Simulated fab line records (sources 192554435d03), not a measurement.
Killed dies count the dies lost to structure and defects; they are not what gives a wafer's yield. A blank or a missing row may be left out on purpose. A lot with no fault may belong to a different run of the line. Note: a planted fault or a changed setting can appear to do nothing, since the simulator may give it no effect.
fab line records    flow n5-finfet
record: lots: 10  wafers: 30  last-day: 18
route steps=1938 shown START@1 WELL_APT@33 PMOS_HMC_CHANNEL_EPI@71 BEOL_M4@1111 PASSIVATION@1936
lots that met no fault: taken from a fault-free run of the same line
start-h: the number of hours between the record's first day and the start of the first shown wafer of the lot    wait-h: hours from the lot's prior step to this one    " unchanged from the row above    L1.1+2: a row that stands for several wafers    - value missing, or start not given    * or withheld: withheld    < > ~ a bound
route shown NAME@n: names a module that has steps shown in the file, with the first one's number in the route    usual: mean/standard deviation of fault-free wafers    same: alike in all rows    chamber/n: place in a boat    sites: the reading at each site    _std_site: the values' standard deviation    _edge_site: inner sites' mean taken away from outer sites' mean    radius-mm: how far each site lies from the wafer's centre    mask NAME#n: copy n    behind: the last tool/chamber to shape the wafer    hold: the reason the lot was held/the length of the hold in hours/how it ended    device: transistor that didn't switch, given as n, p or np    end of line: the route-end tests of the same wafers    a step given without rows: its recipe and nothing more    killed: dies that structure and defects cost at the first sort, which is not the same as the wafer's yield    map: a wafer's dies, marking killed ones x, the rest . and places with no die _
set.NAME: setting as actually run; set.NAME@STEP: the setting as run at that earlier step    model.NAME: the simulator's own value behind a step, which no gauge read
one table for each step of the route and one row for each wafer, over a sample of lots
services: when a tool's chamber went out of use (start-h, in hours from the record's first day, below 0 if earlier), for how many hours, and the reason
== steps ==
step: N5_START_INSPECT_01
recipe: inspect-instrument: unpatterned-scan  mode: incoming
usual: raw-defect-count: 6.3/2.5
lot.wafer  tool               chamber  start-h  wait-h  raw-defect-count
L284.1     defect-inspect-01  -        12.03    -       8
L284.5     "                  -        "        "       8
L284.6     "                  -        "        "       3
L289.3     defect-inspect-02  -        42.04    -       5
L289.4     "                  -        "        "       3
L289.6     "                  -        "        "       5
L290.1     defect-inspect-02  -        48.03    -       5
L290.3     "                  -        "        "       4
L290.6     "                  -        "        "       5
L291.2     defect-inspect-02  -        54.03    -       2
L291.3     "                  -        "        "       6
L291.5     "                  -        "        "       9
L292.1     defect-inspect-02  -        60.03    -       6
L292.2     "                  -        "        "       5
L292.4     "                  -        "        "       7
L294.1     defect-inspect-01  -        72.03    -       5
L294.2     "                  -        "        "       9
L294.6     "                  -        "        "       7
L295.2     defect-inspect-01  -        78.03    -       12
L295.3     "                  -        "        "       5
L295.6     "                  -        "        "       7
L296.1     defect-inspect-01  -        84.03    -       4
L296.3     "                  -        "        "       9
L296.6     "                  -        "        "       14
L297.1     defect-inspect-01  -        90.03    -       11
L297.3     "                  -        "        "       6
L297.6     "                  -        "        "       5
L305.2     defect-inspect-02  -        138.03   -       5
L305.3     "                  -        "        "       10
L305.4     "                  -        "        "       4
step: N5_WELL_APT_IMPLANT_15
recipe: species: As  energy-kev: 25  dose-cm2: 1.5e+13  tilt-deg: 0  rotation-deg: 0
lot.wafer   tool          chamber  start-h  wait-h
L284.1+5+6  implanter-02  0        14.07    0.1
L289.3+4+6  implanter-01  0        44.27    0.1
L290.1+3+6  implanter-02  0        49.99    0.1
L291.2+3+5  implanter-01  0        56.15    0.1
L292.1+2+4  implanter-02  0        61.93    0.1
L294.1+2+6  implanter-01  0        73.93    0.1
L295.2+3+6  implanter-01  0        79.95    0.1
L296.1+3+6  implanter-01  0        87.33    0.1
L297.1+3+6  implanter-01  0        92.47    0.1
L297.1+3+6  implanter-01  0        92.82    0.3
L305.2+3+4  implanter-01  0        140.47   0.1
L305.2+3+4  implanter-01  0        140.81   0.3
step: N5_WELL_APT_INSPECT_38
recipe: inspect-instrument: darkfield  mode: post-epi
usual: raw-defect-count: 14/5
lot.wafer  tool               chamber  start-h  wait-h  raw-defect-count
L284.1     defect-inspect-02  -        16.67    0.5     14
L284.5     "                  -        "        "       17
L284.6     "                  -        "        "       13
L289.3     defect-inspect-02  -        46.99    0.3     12
L289.4     "                  -        "        "       12
L289.6     "                  -        "        "       10
L290.1     defect-inspect-02  -        52.49    0.5     12
L290.3     "                  -        "        "       18
L290.6     "                  -        "        "       10
L291.2     defect-inspect-02  -        58.83    0.6     12
L291.3     "                  -        "        "       6
L291.5     "                  -        "        "       19
L292.1     defect-inspect-02  -        64.62    0.7     21
L292.2     "                  -        "        "       14
L292.4     "                  -        "        "       11
L294.1     defect-inspect-02  -        76.47    0.5     12
L294.2     "                  -        "        "       10
L294.6     "                  -        "        "       19
L295.2     defect-inspect-02  -        82.48    0.4     11
L295.3     "                  -        "        "       11
L295.6     "                  -        "        "       8
L296.1     defect-inspect-01  -        90.69    0.5     8
L296.3     "                  -        "        "       12
L296.6     "                  -        "        "       9
L297.1     defect-inspect-02  -        95.79    0.9     19
L297.3     "                  -        "        "       9
L297.6     "                  -        "        "       16
L305.2     defect-inspect-02  -        143.59   0.5     21
L305.3     "                  -        "        "       6
L305.4     "                  -        "        "       19
step: N5_PMOS_HMC_CHANNEL_EPI_STRIP_33
recipe: chemistry: N2/H2  power-w: 500  temp-c: 40  pressure-mtorr: 50  rf-frequency-hz: 6e+07  overash-fraction: 0.3  bias-power-w: 8  h2-frac: 0.5  n2-flow-sccm: 300  h2-flow-sccm: 300
usual: chamber-pressure-mTorr: 50.00/0.094  drypump-motor-current-A: 5.9/0.38  oes-product-au: 0.78/0.099  rf-vpp-V: 53.9/1.7  showerhead-plenum-p-Torr: 3.36/0.11  throttle-valve-pct: 19.2/0.3
lot.wafer  tool         chamber  start-h  wait-h  chamber-pressure-mTorr  drypump-motor-current-A  oes-product-au  rf-hours-counter-h  rf-vpp-V  showerhead-plenum-p-Torr  throttle-valve-pct
L284.1     rie-diel-02  3        17.31    0.0     50.08                   5.9                      0.70            237                 53.3      3.46                      19.3
L284.5     "            2        "        "       50.05                   5.2                      0.68            -                   56.1      3.45                      19.3
L284.6     "            1        "        "       50.05                   5.9                      0.78            -                   54.5      3.39                      19.5
L289.3     rie-diel-02  3        47.53    0.0     50.06                   5.9                      0.68            246                 52.5      3.45                      19.3
L289.4     "            0        "        "       49.86                   6.5                      0.74            179                 49.0      3.20                      19.2
L289.6     "            0        "        "       49.92                   6.5                      0.73            -                   54.4      3.20                      19.3
L290.1     rie-diel-02  1        53.21    0.1     50.06                   5.9                      0.81            104                 55.6      3.38                      19.5
L290.3     "            1        "        "       49.81                   5.9                      0.80            -                   49.0      3.38                      19.5
L290.6     "            3        "        "       50.14                   5.9                      0.70            -                   52.8      3.45                      19.3
L291.2     rie-diel-02  0        59.76    0.0     49.89                   6.6                      0.73            181                 55.0      3.20                      19.3
L291.3     "            1        "        "       49.99                   5.9                      0.78            107                 53.2      3.38                      19.6
L291.5     "            1        "        "       50.11                   5.9                      0.80            -                   53.5      3.38                      19.5
L292.1     rie-diel-02  1        65.17    0.0     49.97                   5.9                      0.77            110                 53.6      3.38                      19.5
L292.2     "            2        "        "       50.06                   5.2                      0.66            252                 55.7      3.45                      19.3
L292.4     "            2        "        "       50.11                   5.2                      0.67            -                   54.8      3.44                      19.4
L294.1     rie-diel-02  1        77.74    0.0     49.97                   5.9                      0.78            115                 54.6      3.38                      19.6
L294.2     "            3        "        "       50.13                   5.9                      0.98            2                   54.0      3.45                      18.8
L294.6     "            3        "        "       50.17                   5.9                      0.99            -                   54.3      3.45                      18.8
L295.2     rie-diel-02  0        83.43    0.0     50.06                   6.5                      0.72            192                 55.4      3.19                      19.3
L295.3     "            1        "        "       49.87                   5.9                      0.77            118                 53.7      3.37                      19.5
L295.6     "            1        "        "       49.96                   5.9                      0.78            -                   52.8      3.37                      19.5
L296.1     rie-diel-02  1        91.23    0.0     50.03                   5.9                      0.78            120                 55.0      3.37                      19.5
L296.3     "            3        "        "       50.15                   5.9                      0.97            7                   56.3      3.45                      18.9
L296.6     "            0        "        "       50.09                   6.5                      0.73            -                   55.2      3.19                      19.3
L297.1     rie-diel-02  0        96.38    0.0     49.91                   6.5                      0.73            196                 53.2      3.19                      19.3
L297.3     "            3        "        "       50.01                   5.9                      0.97            9                   54.7      3.44                      18.8
L297.6     "            3        "        "       49.97                   5.9                      0.96            -                   55.8      3.44                      18.8
L305.2     rie-diel-06  2        144.35   0.0     50.13                   6.0                      0.76            123                 52.6      3.51                      18.8
L305.3     "            0        "        "       50.13                   5.9                      0.93            18                  52.8      3.43                      18.2
L305.4     "            1        "        "       50.05                   5.9                      0.68            240                 50.7      3.17                      19.2
step: N5_BEOL_M4_RC_MEAS_101
usual: DIBL_N: 37.1/1.8  DIBL_P: 37.2/2.1  IOFF_N: 0.17/0.033  IOFF_P: 0.22/0.037  ION_N: 680/11  ION_P: 464/7.7  SS_N: 71.7/0.63  SS_P: 73.6/0.67  VT_N: 248.9/2.9  VT_P: -251/3.6
lot.wafer  tool       chamber  start-h  wait-h  DIBL_N[mV/V]  DIBL_P[mV/V]  IOFF_N[nA/um]  IOFF_P[nA/um]  ION_N[uA/um]  ION_P[uA/um]  SS_N[mV/dec]  SS_P[mV/dec]  VT_N[mV]  VT_P[mV]
L290.1     prober-02  0        211.27   0.0     36.6          35.3          0.14           0.16           663           449           72.0          72.9          253.8     -254
L290.3     "          0        "        "       37.9          38.5          0.18           0.22           684           464           72.4          74.1          248.7     -253
L290.6     "          0        "        "       38.8          38.1          0.19           0.21           681           463           71.7          74.2          249.6     -253
L284.1     prober-02  0        213.05   0.0     37.9          37.9          0.17           0.20           671           454           72.0          73.3          250.8     -250
L284.5     "          0        "        "       38.6          38.6          0.19           0.22           677           459           72.0          73.4          247.7     -249
L284.6     "          0        "        "       38.9          40.7          0.21           0.26           713           480           71.7          73.4          244.9     -249
L291.2     prober-01  0        216.16   0.2     38.2          39.4          0.22           0.31           697           481           72.4          74.2          245.5     -244
L291.3     "          0        "        "       38.0          37.8          0.20           0.29           686           479           72.1          73.6          245.1     -243
L291.5     "          0        "        "       37.1          36.8          0.18           0.26           680           466           72.2          73.5          246.5     -247
L289.3     prober-02  0        216.44   0.3     37.3          37.8          0.18           0.23           690           467           71.9          74.0          246.8     -249
L289.4     "          0        "        "       39.4          38.5          0.21           0.24           693           462           72.3          74.5          245.6     -248
L289.6     "          0        "        "       37.5          36.9          0.18           0.22           689           468           71.6          73.8          246.4     -249
L292.1     prober-01  0        219.82   0.0     37.7          37.9          0.15           0.19           665           458           71.3          74.0          251.8     -255
L292.2     "          0        "        "       37.6          37.6          0.16           0.18           673           454           71.9          72.9          252.4     -257
L292.4     "          0        "        "       34.5          35.4          0.11           0.15           655           452           70.6          73.1          255.9     -258
L294.1     prober-02  0        235.71   0.0     35.7          37.0          0.14           0.18           663           455           72.0          73.9          250.1     -254
L294.2     "          0        "        "       38.2          41.7          0.21           0.25           690           469           71.6          75.1          245.4     -252
L294.6     "          0        "        "       34.0          35.3          0.13           0.17           665           462           70.7          73.4          251.2     -255
L295.2     prober-01  0        240.99   0.2     38.3          38.8          0.17           0.24           671           463           71.8          75.1          250.1     -246
L295.3     "          0        "        "       37.0          36.4          0.16           0.21           691           468           71.1          73.4          248.5     -252
L295.6     "          0        "        "       35.7          34.3          0.14           0.17           672           457           71.4          72.9          251.5     -251
L296.1     prober-02  0        259.07   0.0     39.2          40.1          0.20           0.23           673           452           72.7          74.4          249.5     -252
L296.3     "          0        "        "       37.0          38.1          0.16           0.19           679           458           71.3          74.2          249.1     -253
L296.6     "          0        "        "       38.2          39.8          0.20           0.23           686           465           72.0          74.5          248.2     -250
L297.1     prober-02  0        283.62   0.0     38.4          37.7          0.18           0.21           676           459           70.8          73.7          247.8     -252
L297.3     "          0        "        "       40.1          40.1          0.21           0.26           688           472           71.5          74.3          247.0     -248
L297.6     "          0        "        "       35.5          35.1          0.12           0.18           671           465           70.7          73.8          252.9     -252
L305.2     prober-01  0        348.35   0.2     38.0          37.4          0.19           0.22           694           467           72.1          74.2          243.6     -250
L305.3     "          0        "        "       37.6          36.2          0.18           0.22           680           460           72.0          73.4          247.2     -251
L305.4     "          0        "        "       37.6          35.7          0.18           0.21           669           460           71.6          73.0          248.3     -252
step: N5_PASSIVATION_PROBE_49
usual: defect-limited-yield: 91.7/1.5  killed_at_M0_to_M3: 32/10  killed_at_M4_up: 14/5.3  killed-at-contacts: 13/5.7  killed-at-front-end: 37/10  killed-at-other: 3.3/2.5  killed-dies: 98/18  killed-open: 65/13  killed-short: 31/7.5  sort_bin_5_function: 4.9/0.91  sort_bin_6_memory: 3.1/0.71  sort_bin_8_speed: 0.00/0.017  sort-n-pass: 1082/18  sort-yield-pct: 91.7/1.5
same: gross-dies: 1180  killed-at-back-side: 0  sort_bin_4_leakage[%]: 0
lot.wafer  tool       chamber  start-h  wait-h  defect-limited-yield[%]  killed_at_M0_to_M3  killed_at_M4_up  killed-at-contacts  killed-at-front-end  killed-at-other  killed-dies  killed-open  killed-short  sort_bin_5_function[%]  sort_bin_6_memory[%]  sort_bin_8_speed[%]  sort-n-pass  sort-yield-pct[%]
L305.2     prober-02  -        442.63   0.1     91.4                     28                  16               9                   45                   3                101          74           26            5.0                     3.4                   0                    1079         91.4
L305.3     prober-02  -        442.68   0.1     90.1                     48                  10               10                  46                   3                117          83           34            5.3                     4.4                   0                    1063         90.1
L305.4     prober-02  -        442.73   0.2     90.1                     38                  19               9                   47                   4                117          86           31            5.8                     4.1                   0                    1063         90.1
killed by level:class
L305.2 STI_FIN_REVEAL:geometric-particle:open=14 MOL_CONTACT_COAG:geometric-particle:open=8 BEOL_M3:geometric-particle:open=6 BEOL_M4:geometric-particle:open=6 STI_FIN_REVEAL:geometric-particle:short=5 BEOL_M0_SAQP:geometric-particle:open=5 FIN_SAQP:geometric-particle:open=4 DUMMY_GATE:geometric-particle:open=4
L305.3 BEOL_M3:geometric-particle:open=14 STI_FIN_REVEAL:geometric-particle:open=13 BEOL_M2:geometric-particle:open=10 DUMMY_GATE:geometric-particle:open=8 MOL_CONTACT_COAG:geometric-particle:open=8 BEOL_M0_SAQP:geometric-particle:open=6 GATE_CUT:geometric-particle:short=5 BEOL_M0_SAQP:geometric-particle:short=5
L305.4 STI_FIN_REVEAL:geometric-particle:open=15 BEOL_M2:geometric-particle:open=11 MOL_CONTACT_COAG:geometric-particle:open=9 FIN_SAQP:geometric-particle:open=8 BEOL_M1:geometric-particle:open=7 BEOL_M0_SAQP:geometric-particle:short=6 FIN_SAQP:geometric-particle:short=5 SPACER0:geometric-particle:open=5
== services ==
tool          chamber  start-h  hours  kind
rie-diel-06   -        10.40    2.0    repair
implanter-01  -        12.46    23.7   pm
rie-diel-02   0        50.13    6.4    repair
rie-diel-02   2        52.59    7.0    repair
rie-diel-02   3        59.63    -      clean
rie-diel-02   3        59.63    -      consumable-replace:focus-ring
rie-diel-02   3        59.63    14.3   scheduled-down
rie-diel-02   3        59.63    14.3   vent-cycle
rie-diel-06   0        60.17    -      clean
rie-diel-06   0        60.17    -      consumable-replace:focus-ring
rie-diel-06   0        60.17    19.7   scheduled-down
rie-diel-06   0        60.17    19.7   vent-cycle
implanter-02  -        73.65    8.7    pm
rie-diel-02   2        73.95    -      clean
rie-diel-02   2        73.95    -      consumable-replace:focus-ring
rie-diel-02   2        73.95    23.0   scheduled-down
rie-diel-02   2        73.95    23.0   vent-cycle
rie-diel-06   -        75.17    0.9    repair
implanter-02  -        107.91   2.7    repair
== key ==
first-sign: step: N5_WELL_APT_IMPLANT_15  reading: visit  direction: added
effect none on later readings
met-at N5_WELL_APT_IMPLANT_15
struck-lots L297,L305
not-acting-at N5_START_INSPECT_01,N5_WELL_APT_INSPECT_38,N5_PMOS_HMC_CHANNEL_EPI_STRIP_33
fault: kind: repeated-step-whole  tool: implanter-01,implanter-02  chamber: -  onset-h: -  steps: N5_WELL_APT_IMPLANT_15  times: 1  scope: struck-lots-only
